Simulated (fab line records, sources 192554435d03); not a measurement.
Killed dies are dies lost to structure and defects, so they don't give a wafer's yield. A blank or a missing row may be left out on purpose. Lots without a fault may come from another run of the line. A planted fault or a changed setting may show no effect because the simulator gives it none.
Which tool did it? | flow n5_finfet | 21 lots, 63 wafers sampled, at 6 steps of a route of 1938

WHAT THE GAUGES READ, wafer by wafer
The record holds no reading of a measuring or inspecting step that can be judged against a usual standard deviation.

WHICH TOOL RAN EACH LOT (tool, then ch and the chambers of the sampled wafers, then the start)
lot  | N5_BEOL_M0_CUTY_ETCH_63            | N5_BEOL_M0_TRENCH_ETCH_107         | N5_BEOL_M0_PRE_CLEAN_113     | N5_BEOL_M1_ILD_DEP_00           | N5_BEOL_M1_ETCH_70                 | N5_BEOL_M1_VIA_ETCH_34
L074 | rie_diel-04 ch 0,3, day 5 21:11    | rie_diel-01 ch 1,2,3, day 5 22:35  | pvd_sputter-02, day 5 23:14  | pecvd-03 ch 0,2, day 6 03:06    | rie_diel-02 ch 0,2,3, day 6 13:01  | rie_diel-02 ch 0,2,3, day 6 13:07
L077 | rie_diel-01 ch 0,2,3, day 6 12:28  | rie_diel-03 ch 0,1,3, day 6 13:20  | pvd_sputter-02, day 6 13:53  | pecvd-03 ch 1,2, day 6 17:56    | rie_diel-06 ch 1,2,3, day 6 23:19  | rie_diel-06 ch 1,2,3, day 6 23:25
L076 | rie_diel-01 ch 0,2, day 6 12:51    | rie_diel-03 ch 0,1,3, day 6 16:46  | pvd_sputter-01, day 6 18:41  | pecvd-03 ch 0,1,2, day 6 22:02  | rie_diel-05 ch 1,2,3, day 7 03:16  | rie_diel-05 ch 1,2,3, day 7 03:22
L078 | rie_diel-04 ch 0,1,3, day 6 19:43  | rie_diel-04 ch 0,1,3, day 6 20:51  | pvd_sputter-01, day 6 22:53  | pecvd-03 ch 0,2, day 7 01:28    | rie_diel-02 ch 0,1,3, day 7 09:12  | rie_diel-02 ch 0,1,3, day 7 09:18
L079 | rie_diel-01 ch 1,2,3, day 7 03:52  | rie_diel-04 ch 0,3, day 7 06:50    | pvd_sputter-02, day 7 07:26  | pecvd-02 ch 0,2, day 7 14:01    | rie_diel-05 ch 0,2,3, day 7 22:20  | rie_diel-05 ch 0,2,3, day 7 22:26
L080 | rie_diel-04 ch 0,1,3, day 7 07:13  | rie_diel-04 ch 0,1,3, day 7 09:46  | pvd_sputter-01, day 7 10:20  | pecvd-04 ch 1,2, day 7 15:38    | rie_diel-06 ch 0,1,2, day 8 10:12  | rie_diel-06 ch 0,1,2, day 8 10:18
L081 | rie_diel-01 ch 0,2,3, day 7 14:41  | rie_diel-04 ch 2,3, day 7 17:11    | pvd_sputter-03, day 7 17:43  | pecvd-03 ch 1,2, day 7 21:17    | rie_diel-06 ch 0,1,3, day 8 19:22  | rie_diel-06 ch 0,1,3, day 8 19:28
L082 | rie_diel-01 ch 0,2, day 8 00:18    | rie_diel-04 ch 0,2, day 8 03:28    | pvd_sputter-01, day 8 04:15  | pecvd-03 ch 0,1,2, day 8 09:44  | rie_diel-06 ch 0,1, day 8 19:45    | rie_diel-06 ch 0,1, day 8 19:51
L083 | rie_diel-01 ch 0,1,2, day 8 05:46  | rie_diel-01 ch 0,1,3, day 8 10:35  | pvd_sputter-02, day 8 11:16  | pecvd-02 ch 1,2, day 8 16:03    | rie_diel-02 ch 2,3, day 9 03:23    | rie_diel-02 ch 2,3, day 9 03:29
L084 | rie_diel-01 ch 1,2,3, day 8 12:44  | rie_diel-01 ch 2,3, day 8 13:49    | pvd_sputter-03, day 8 14:53  | pecvd-02 ch 0,1,2, day 8 17:50  | rie_diel-05 ch 1,2,3, day 9 05:56  | rie_diel-05 ch 1,2,3, day 9 06:02
L085 | rie_diel-01 ch 0,2,3, day 8 22:49  | rie_diel-04 ch 1,2,3, day 9 00:14  | pvd_sputter-03, day 9 01:16  | pecvd-02 ch 0,2, day 9 04:51    | rie_diel-02 ch 2,3, day 9 13:11    | rie_diel-02 ch 2,3, day 9 13:17
L086 | rie_diel-04 ch 0,1,2, day 9 03:04  | rie_diel-04 ch 0,1,2, day 9 04:27  | pvd_sputter-03, day 9 06:28  | pecvd-04 ch 0,2, day 9 08:41    | rie_diel-05 ch 0,1,3, day 9 18:27  | rie_diel-05 ch 0,1,3, day 9 18:33
L087 | rie_diel-03 ch 0,2,3, day 9 08:16  | rie_diel-04 ch 0,1,2, day 9 09:29  | pvd_sputter-02, day 9 10:28  | pecvd-03 ch 0,2, day 9 13:27    | rie_diel-05 ch 0,2,3, day 9 19:08  | rie_diel-05 ch 0,2,3, day 9 19:14
L089 | rie_diel-04 ch 0,1,2, day 9 15:20  | rie_diel-04 ch 0,2,3, day 9 17:26  | pvd_sputter-03, day 9 18:45  | pecvd-04 ch 0,1,2, day 9 22:07  | rie_diel-06 ch 0,3, day 10 06:59   | rie_diel-06 ch 0,3, day 10 07:05
L090 | rie_diel-03 ch 0,1,2, day 9 21:23  | rie_diel-04 ch 2,3, day 10 00:41   | pvd_sputter-03, day 10 03:34 | pecvd-02 ch 0,1,2, day 10 06:01 | rie_diel-02 ch 1,2,3, day 10 11:03 | rie_diel-02 ch 1,2,3, day 10 11:09
L091 | rie_diel-01 ch 1,2,3, day 10 00:47 | rie_diel-01 ch 0,3, day 10 04:24   | pvd_sputter-02, day 10 04:49 | pecvd-03 ch 0,2, day 10 07:19   | rie_diel-05 ch 1,3, day 10 18:37   | rie_diel-05 ch 1,3, day 10 18:43
L092 | rie_diel-04 ch 0,2, day 10 08:43   | rie_diel-03 ch 0,2,3, day 10 11:17 | pvd_sputter-02, day 10 11:58 | pecvd-04 ch 0,1, day 10 15:13   | rie_diel-06 ch 1,2,3, day 11 00:50 | rie_diel-06 ch 1,2,3, day 11 00:56
L093 | rie_diel-01 ch 0,1,2, day 10 15:02 | rie_diel-04 ch 0,1,2, day 10 16:13 | pvd_sputter-01, day 10 17:33 | pecvd-02 ch 0,2, day 10 20:11   | rie_diel-02 ch 0,1,3, day 11 03:33 | rie_diel-02 ch 0,1,3, day 11 03:39
L094 | rie_diel-03 ch 1,2,3, day 11 00:27 | rie_diel-01 ch 0,1,2, day 11 01:59 | pvd_sputter-03, day 11 03:55 | pecvd-04 ch 0,1, day 11 06:29   | rie_diel-06 ch 0,2,3, day 11 11:20 | rie_diel-06 ch 0,2,3, day 11 11:26
L096 | rie_diel-03 ch 1,2, day 11 12:17   | rie_diel-04 ch 0,1,2, day 11 20:20 | pvd_sputter-01, day 11 21:22 | pecvd-03 ch 0,1, day 11 23:39   | rie_diel-06 ch 0,1,3, day 12 04:08 | rie_diel-06 ch 0,1,3, day 12 04:14
L097 | rie_diel-03 ch 2, day 11 14:39     | rie_diel-04 ch 0,2, day 11 20:37   | pvd_sputter-03, day 11 21:50 | pecvd-04 ch 1,2, day 12 00:12   | rie_diel-05 ch 0,2,3, day 12 08:08 | rie_diel-05 ch 0,2,3, day 12 08:14
- N5_BEOL_M0_CUTY_ETCH_63: etches SOC in N2/H2, target depth 82.7 nm, overetch 16.5 nm, time 124 s.
- N5_BEOL_M0_TRENCH_ETCH_107: etches SiOC in C4F6/O2, target depth 32.8 nm, time 16.4 s.
- N5_BEOL_M0_PRE_CLEAN_113: time 30 s.
- N5_BEOL_M1_ILD_DEP_00: deposits SiOC from DEMS/O2, target thk 79 nm, time 15.3 s.
- N5_BEOL_M1_ETCH_70: etches SOC in N2/H2, target depth 80 nm, overetch 16 nm, time 120 s.
- N5_BEOL_M1_VIA_ETCH_34: etches the open film in C4F6/O2, target depth 67.8 nm, time 64.4 s.

WHAT THE TOOLS THEMSELVES READ (means of the sampled wafers that have a number; where no wafer has one, the mark that the record gives instead)
N5_BEOL_M0_CUTY_ETCH_63. Usual: drypump_motor_current_A 6.0 A, standard deviation 0.48; oes_product_au 0.65 a.u., standard deviation 0.073; rf_vpp_V 523.0 V, standard deviation 2.4; showerhead_plenum_p_Torr 2.51 Torr, standard deviation 0.082; throttle_valve_pct 17.8 %, standard deviation 0.35.
lot  | tool        | drypump_motor_current_A (A) | oes_product_au (a.u.) | rf_vpp_V (V) | showerhead_plenum_p_Torr (Torr) | throttle_valve_pct (%) | flag
L074 | rie_diel-04 | 5.7                         | 0.62                  | 522.7        | 2.51                            | 18.0                   |
L077 | rie_diel-01 | 6.3                         | 0.67                  | 522.9        | 2.51                            | 17.8                   |
L076 | rie_diel-01 | 6.5                         | 0.62                  | 522.4        | 2.50                            | 18.2                   |
L078 | rie_diel-04 | 5.9                         | 0.59                  | 523.4        | 2.53                            | 17.9                   |
L079 | rie_diel-01 | 6.1                         | 0.72                  | 522.4        | 2.47                            | 17.7                   |
L080 | rie_diel-04 | 5.9                         | 0.59                  | 522.8        | 2.53                            | 18.0                   |
L081 | rie_diel-01 | 6.3                         | 0.66                  | 523.5        | 2.51                            | 17.8                   |
L082 | rie_diel-01 | 6.5                         | 0.62                  | 522.5        | 2.50                            | 18.2                   |
L083 | rie_diel-01 | 6.3                         | 0.65                  | 524.2        | 2.52                            | 18.0                   |
L084 | rie_diel-01 | 6.0                         | 0.71                  | 521.7        | 2.46                            | 17.8                   |
L085 | rie_diel-01 | 6.3                         | 0.66                  | 523.7        | 2.50                            | 17.8                   |
L086 | rie_diel-04 | 6.0                         | 0.66                  | 523.5        | 2.53                            | 18.0                   |
L087 | rie_diel-03 | 5.8                         | 0.60                  | 522.6        | 2.50                            | 17.8                   |
L089 | rie_diel-04 | 6.0                         | 0.66                  | 523.1        | 2.53                            | 18.0                   |
L090 | rie_diel-03 | 5.3                         | 0.66                  | 522.0        | 2.49                            | 17.6                   |
L091 | rie_diel-01 | 6.1                         | 0.69                  | 521.1        | 2.46                            | 17.8                   |
L092 | rie_diel-04 | 5.9                         | 0.60                  | 523.0        | 2.50                            | 18.2                   |
L093 | rie_diel-01 | 6.2                         | 0.63                  | 523.7        | 2.51                            | 18.0                   |
L094 | rie_diel-03 | 5.6                         | 0.65                  | 523.9        | 2.55                            | 17.7                   |
L096 | rie_diel-03 | 5.2                         | 0.70                  | 523.9        | 2.54                            | 17.5                   |
L097 | rie_diel-03 | 5.3                         | 0.62                  | 521.1        | 2.43                            | 17.6                   |

N5_BEOL_M0_TRENCH_ETCH_107. Usual: drypump_motor_current_A 5.9 A, standard deviation 0.47; mfc_ar_sccm 300.0 sccm, standard deviation 0.8; oes_product_au 0.77 a.u., standard deviation 0.091; rf_vpp_V 674 V, standard deviation 13; showerhead_plenum_p_Torr 2.81 Torr, standard deviation 0.097; throttle_valve_pct 20.92 %, standard deviation 0.29.
lot  | tool        | drypump_motor_current_A (A) | mfc_ar_sccm (sccm) | oes_product_au (a.u.) | rf_vpp_V (V) | showerhead_plenum_p_Torr (Torr) | throttle_valve_pct (%) | flag
L074 | rie_diel-01 | 6.1                         | 299.7              | 0.90                  | 667          | 2.77                            | 20.79                  |
L077 | rie_diel-03 | 5.8                         | 301.0              | 0.71                  | 667          | 2.85                            | 20.81                  |
L076 | rie_diel-03 | 5.8                         | 299.6              | 0.70                  | 665          | 2.85                            | 20.81                  |
L078 | rie_diel-04 | 5.9                         | 300.4              | 0.71                  | 678          | 2.83                            | 20.97                  |
L079 | rie_diel-04 | 5.7                         | 299.7              | 0.74                  | 670          | 2.81                            | 21.09                  |
L080 | rie_diel-04 | 5.9                         | 299.6              | 0.71                  | 678          | 2.83                            | 20.98                  |
L081 | rie_diel-04 | 5.3                         | 300.3              | 0.71                  | 687          | 2.71                            | 20.85                  |
L082 | rie_diel-04 | 5.9                         | 299.6              | 0.75                  | 670          | 2.81                            | 21.22                  |
L083 | rie_diel-01 | 6.1                         | 300.5              | 0.85                  | 662          | 2.84                            | 20.80                  |
L084 | rie_diel-01 | 6.1                         | 300.0              | 0.86                  | 664          | 2.77                            | 20.70                  |
L085 | rie_diel-04 | 5.7                         | 299.6              | 0.79                  | 687          | 2.78                            | 20.80                  |
L086 | rie_diel-04 | 6.0                         | 298.8              | 0.80                  | 677          | 2.83                            | 20.98                  |
L087 | rie_diel-04 | 6.0                         | 300.4              | 0.80                  | 677          | 2.83                            | 20.98                  |
L089 | rie_diel-04 | 5.6                         | 299.8              | 0.72                  | 678          | 2.76                            | 21.06                  |
L090 | rie_diel-04 | 5.5                         | 298.9              | 0.70                  | 687          | 2.70                            | 20.99                  |
L091 | rie_diel-01 | 6.1                         | 300.0              | 0.85                  | 660          | 2.84                            | 20.73                  |
L092 | rie_diel-03 | 5.8                         | 300.3              | 0.70                  | 667          | 2.78                            | 20.74                  |
L093 | rie_diel-04 | 6.0                         | 299.9              | 0.78                  | 679          | 2.83                            | 21.00                  |
L094 | rie_diel-01 | 6.2                         | 300.1              | 0.77                  | 663          | 2.80                            | 21.08                  |
L096 | rie_diel-04 | 6.0                         | 300.5              | 0.77                  | 676          | 2.82                            | 21.02                  |
L097 | rie_diel-04 | 5.9                         | 300.5              | 0.71                  | 670          | 2.79                            | 21.27                  |

N5_BEOL_M0_PRE_CLEAN_113. Usual: heater_power_w 312 W, standard deviation 38.
lot  | tool           | heater_power_w (W) | flag
L074 | pvd_sputter-02 | 324                |
L077 | pvd_sputter-02 | 316                |
L076 | pvd_sputter-01 | 320                |
L078 | pvd_sputter-01 | 333                |
L079 | pvd_sputter-02 | 334                |
L080 | pvd_sputter-01 | 332                |
L081 | pvd_sputter-03 | 276                |
L082 | pvd_sputter-01 | 325                |
L083 | pvd_sputter-02 | 331                |
L084 | pvd_sputter-03 | 279                |
L085 | pvd_sputter-03 | 291                |
L086 | pvd_sputter-03 | 296                |
L087 | pvd_sputter-02 | 308                |
L089 | pvd_sputter-03 | 290                |
L090 | pvd_sputter-03 | 272                |
L091 | pvd_sputter-02 | 347                |
L092 | pvd_sputter-02 | 317                |
L093 | pvd_sputter-01 | 308                |
L094 | pvd_sputter-03 | 298                |
L096 | pvd_sputter-01 | 315                |
L097 | pvd_sputter-03 | 296                |

N5_BEOL_M1_ILD_DEP_00. Usual: chamber_pressure_Torr 5.001 Torr, standard deviation 0.012; heater_power_w 485 W, standard deviation 77; showerhead_plenum_p_Torr 5.695 Torr, standard deviation 0.016; showerhead_vpp_V 1347 V, standard deviation 69; throttle_valve_pct 11.8 %, standard deviation 0.63.
lot  | tool     | chamber_pressure_Torr (Torr) | heater_power_w (W) | showerhead_plenum_p_Torr (Torr) | showerhead_vpp_V (V) | throttle_valve_pct (%) | flag
L074 | pecvd-03 | 5.002                        | 484                | 5.696                           | 1285                 | 11.1                   |
L077 | pecvd-03 | 4.995                        | 460                | 5.703                           | 1339                 | 11.2                   |
L076 | pecvd-03 | 4.999                        | 474                | 5.696                           | 1363                 | 11.7                   |
L078 | pecvd-03 | 5.009                        | 478                | 5.691                           | 1322                 | 11.7                   |
L079 | pecvd-02 | 5.008                        | 477                | 5.699                           | 1321                 | 12.2                   |
L080 | pecvd-04 | 5.006                        | 629                | 5.703                           | 1302                 | 11.4                   |
L081 | pecvd-03 | 5.010                        | 433                | 5.696                           | 1424                 | 11.7                   |
L082 | pecvd-03 | 4.991                        | 450                | 5.696                           | 1375                 | 11.7                   |
L083 | pecvd-02 | 5.006                        | 504                | 5.693                           | 1321                 | 11.8                   |
L084 | pecvd-02 | 5.003                        | 460                | 5.704                           | 1339                 | 11.9                   |
L085 | pecvd-02 | 5.005                        | 498                | 5.707                           | 1318                 | 12.1                   |
L086 | pecvd-04 | 4.992                        | 539                | 5.707                           | 1403                 | 12.2                   |
L087 | pecvd-03 | 5.012                        | 521                | 5.696                           | 1321                 | 11.6                   |
L089 | pecvd-04 | 4.987                        | 472                | 5.694                           | 1329                 | 11.8                   |
L090 | pecvd-02 | 4.998                        | 485                | 5.695                           | 1348                 | 11.9                   |
L091 | pecvd-03 | 4.988                        | 505                | 5.695                           | 1285                 | 11.2                   |
L092 | pecvd-04 | 4.993                        | 436                | 5.698                           | 1366                 | 12.2                   |
L093 | pecvd-02 | 5.002                        | 498                | 5.706                           | 1322                 | 12.2                   |
L094 | pecvd-04 | 4.996                        | 510                | 5.692                           | 1353                 | 12.0                   |
L096 | pecvd-03 | 5.010                        | 446                | 5.691                           | 1419                 | 12.4                   |
L097 | pecvd-04 | 5.008                        | 530                | 5.690                           | 1282                 | 11.5                   |

N5_BEOL_M1_ETCH_70. Usual: drypump_motor_current_A 5.8 A, standard deviation 0.45; oes_product_au 0.61 a.u., standard deviation 0.072; rf_vpp_V 523.7 V, standard deviation 2.8; showerhead_plenum_p_Torr 2.53 Torr, standard deviation 0.1; throttle_valve_pct 17.94 %, standard deviation 0.21.
lot  | tool        | drypump_motor_current_A (A) | oes_product_au (a.u.) | rf_vpp_V (V) | showerhead_plenum_p_Torr (Torr) | throttle_valve_pct (%) | flag
L074 | rie_diel-02 | 5.5                         | 0.62                  | 523.8        | 2.55                            | 17.87                  |
L077 | rie_diel-06 | 6.2                         | 0.63                  | 523.5        | 2.51                            | 17.97                  |
L076 | rie_diel-05 | 5.6                         | 0.56                  | 525.8        | 2.61                            | 17.96                  |
L078 | rie_diel-02 | 6.0                         | 0.65                  | 527.1        | 2.64                            | 17.87                  |
L079 | rie_diel-05 | 5.7                         | 0.56                  | 524.4        | 2.56                            | 18.00                  |
L080 | rie_diel-06 | 5.9                         | 0.63                  | 522.4        | 2.49                            | 17.99                  |
L081 | rie_diel-06 | 5.9                         | 0.57                  | 520.6        | 2.42                            | 18.04                  |
L082 | rie_diel-06 | 6.1                         | 0.58                  | 522.1        | 2.46                            | 18.08                  |
L083 | rie_diel-02 | 5.2                         | 0.65                  | 523.7        | 2.54                            | 18.00                  |
L084 | rie_diel-05 | 5.6                         | 0.55                  | 525.0        | 2.60                            | 17.99                  |
L085 | rie_diel-02 | 5.3                         | 0.62                  | 522.4        | 2.50                            | 17.90                  |
L086 | rie_diel-05 | 5.6                         | 0.61                  | 524.2        | 2.54                            | 17.79                  |
L087 | rie_diel-05 | 5.7                         | 0.63                  | 524.2        | 2.55                            | 17.89                  |
L089 | rie_diel-06 | 5.5                         | 0.57                  | 518.1        | 2.37                            | 18.05                  |
L090 | rie_diel-02 | 5.7                         | 0.64                  | 525.2        | 2.58                            | 17.91                  |
L091 | rie_diel-05 | 5.3                         | 0.53                  | 524.0        | 2.55                            | 17.79                  |
L092 | rie_diel-06 | 6.2                         | 0.59                  | 523.4        | 2.50                            | 18.02                  |
L093 | rie_diel-02 | 6.0                         | 0.68                  | 525.5        | 2.63                            | 17.76                  |
L094 | rie_diel-06 | 5.8                         | 0.60                  | 521.2        | 2.44                            | 18.00                  |
L096 | rie_diel-06 | 5.9                         | 0.55                  | 520.6        | 2.41                            | 18.10                  |
L097 | rie_diel-05 | 5.7                         | 0.60                  | 524.1        | 2.55                            | 17.92                  |

N5_BEOL_M1_VIA_ETCH_34. Usual: drypump_motor_current_A 5.8 A, standard deviation 0.45; mfc_ar_sccm 299.9 sccm, standard deviation 0.87; oes_product_au 0.80 a.u., standard deviation 0.098; rf_vpp_V 672 V, standard deviation 9.8; showerhead_plenum_p_Torr 2.83 Torr, standard deviation 0.1; throttle_valve_pct 30.88 %, standard deviation 0.28.
lot  | tool        | drypump_motor_current_A (A) | mfc_ar_sccm (sccm) | oes_product_au (a.u.) | rf_vpp_V (V) | showerhead_plenum_p_Torr (Torr) | throttle_valve_pct (%) | flag
L074 | rie_diel-02 | 5.6                         | 299.9              | 0.82                  | 673          | 2.86                            | 30.91                  |
L077 | rie_diel-06 | 6.2                         | 299.8              | 0.81                  | 675          | 2.82                            | 30.92                  |
L076 | rie_diel-05 | 5.6                         | 300.0              | 0.73                  | 667          | 2.91                            | 30.79                  |
L078 | rie_diel-02 | 5.9                         | 300.1              | 0.85                  | 673          | 2.94                            | 30.78                  |
L079 | rie_diel-05 | 5.6                         | 300.0              | 0.73                  | 666          | 2.87                            | 30.87                  |
L080 | rie_diel-06 | 6.0                         | 299.6              | 0.82                  | 666          | 2.78                            | 30.89                  |
L081 | rie_diel-06 | 5.9                         | 299.7              | 0.74                  | 671          | 2.73                            | 31.00                  |
L082 | rie_diel-06 | 6.1                         | 300.1              | 0.77                  | 662          | 2.75                            | 30.94                  |
L083 | rie_diel-02 | 5.3                         | 300.4              | 0.86                  | 674          | 2.85                            | 31.13                  |
L084 | rie_diel-05 | 5.6                         | 300.7              | 0.72                  | 667          | 2.90                            | 30.81                  |
L085 | rie_diel-02 | 5.3                         | 299.9              | 0.84                  | 678          | 2.80                            | 30.99                  |
L086 | rie_diel-05 | 5.5                         | 300.2              | 0.79                  | 670          | 2.85                            | 30.74                  |
L087 | rie_diel-05 | 5.7                         | 299.6              | 0.82                  | 665          | 2.86                            | 30.83                  |
L089 | rie_diel-06 | 5.5                         | 299.4              | 0.74                  | 671          | 2.65                            | 31.03                  |
L090 | rie_diel-02 | 5.7                         | 299.5              | 0.85                  | 680          | 2.88                            | 30.89                  |
L091 | rie_diel-05 | 5.3                         | 299.4              | 0.69                  | 670          | 2.85                            | 30.53                  |
L092 | rie_diel-06 | 6.2                         | 300.2              | 0.77                  | 674          | 2.81                            | 30.94                  |
L093 | rie_diel-02 | 6.0                         | 300.1              | 0.89                  | 674          | 2.93                            | 30.67                  |
L094 | rie_diel-06 | 5.8                         | 299.6              | 0.78                  | 674          | 2.73                            | 30.98                  |
L096 | rie_diel-06 | 5.9                         | 299.1              | 0.73                  | 670          | 2.71                            | 31.02                  |
L097 | rie_diel-05 | 5.7                         | 300.2              | 0.78                  | 666          | 2.85                            | 30.85                  |

THE ANSWER, worked out from the rows above alone
Rule: a lot is off if the mean of its wafers that have a number lies more than 3 standard deviations from the usual mean. A lot without any number at a reading at which 4 lots or more have one is off too. The other lots that the step has rows for count as sound. The gauges are gone through in route order, then the tools' own readings, and for those a lot's mean is taken as printed above. The first step at which some lot is off is used, and at that step the reading that is off furthest; a lot without a number counts as furthest.
No lot is off at any reading shown: from this, nothing can be told.

WHAT THE SIMULATOR HAD PUT IN
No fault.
